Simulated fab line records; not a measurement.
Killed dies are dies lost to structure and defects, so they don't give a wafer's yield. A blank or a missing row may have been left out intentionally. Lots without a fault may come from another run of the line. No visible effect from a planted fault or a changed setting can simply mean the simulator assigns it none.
Check of tool commonality ; flow nand-harc ; 1 lot, 3 wafers sampled

== WHAT PROMPTED THE OPENING ==
At NHARC_END_SORT_01 the reading killed-at-periphery is flagged on 1 of 1 lot. Wafers without a fault read 3.5, standard deviation 2.8.
Rule: a lot is flagged when every wafer of it that has a number lies more than 4 standard deviations from that mean, or none has a number. All remaining lots are regarded as sound.

lot;measured;on;killed-at-periphery, wafer by wafer;flag
L518;day 21 04:28;prober-02;664 666 665;FLAGGED
The numbers of the flagged lots are 665.0 on average: +661.5 against the usual, or +99 or more standard deviations.

== WHICH TOOL RAN EACH LOT ==
The record holds 3 process steps before the reading, out of a route of 1159 steps. Read each cell as the tool, then ch plus the chambers that the sampled wafers visited, then the start.
lot;flag;NHARC_P_GATE_DESCUM_13;NHARC_P_GATE_ETCH_104;NHARC_P_GATE_EXPOSE_43
L518;FLAGGED;rie-diel-06 ch 2,3, day 5 05:31;rie-diel-03 ch 0,2,3, day 5 21:56;krf-scanner-01 ch 0, day 6 11:26
What these steps do:
- NHARC_P_GATE_DESCUM_13: chemistry O2, time 3 s.
- NHARC_P_GATE_ETCH_104: etches the open film in CF4/CHF3, target depth 60 nm.
- NHARC_P_GATE_EXPOSE_43: exposes mask P NSD, target cd 720 nm.
- NHARC_END_SORT_01

== FLAGGED OVER TOTAL, TOOL BY TOOL (the gauges that took the reading come last) ==
step;tool;lots run;flagged;share of the flagged lots;sound lots run after its first flagged lot
NHARC_P_GATE_DESCUM_13;rie-diel-06;1;1;all;0
NHARC_P_GATE_ETCH_104;rie-diel-03;1;1;all;0
NHARC_P_GATE_EXPOSE_43;krf-scanner-01;1;1;all;0
NHARC_END_SORT_01;prober-02;1;1;all;0

== THE TABLE: WHAT IT ALLOWS ==
4 rows of the table ran every flagged lot: rie-diel-06 at NHARC_P_GATE_DESCUM_13, rie-diel-03 at NHARC_P_GATE_ETCH_104, krf-scanner-01 at NHARC_P_GATE_EXPOSE_43, prober-02 at NHARC_END_SORT_01.
- rie-diel-06 at NHARC_P_GATE_DESCUM_13: 1 of its 1 lot flagged. Because this sample shows no sound lot run on it before its first flagged lot, the start cannot be pinned down more closely.
- rie-diel-03 at NHARC_P_GATE_ETCH_104: 1 of its 1 lot flagged. Because this sample shows no sound lot run on it before its first flagged lot, the start cannot be pinned down more closely.
- krf-scanner-01 at NHARC_P_GATE_EXPOSE_43: 1 of its 1 lot flagged. Because this sample shows no sound lot run on it before its first flagged lot, the start cannot be pinned down more closely.
- prober-02 at NHARC_END_SORT_01: 1 of its 1 lot flagged. Because this sample shows no sound lot run on it before its first flagged lot, the start cannot be pinned down more closely.
These 4 tools cannot be told apart by counting lots, since each of them fits a fault that started at some hour. More lots, or a look at what each step does to the wafer, might.

== WHAT WAS PUT IN BY THE SIMULATOR ==
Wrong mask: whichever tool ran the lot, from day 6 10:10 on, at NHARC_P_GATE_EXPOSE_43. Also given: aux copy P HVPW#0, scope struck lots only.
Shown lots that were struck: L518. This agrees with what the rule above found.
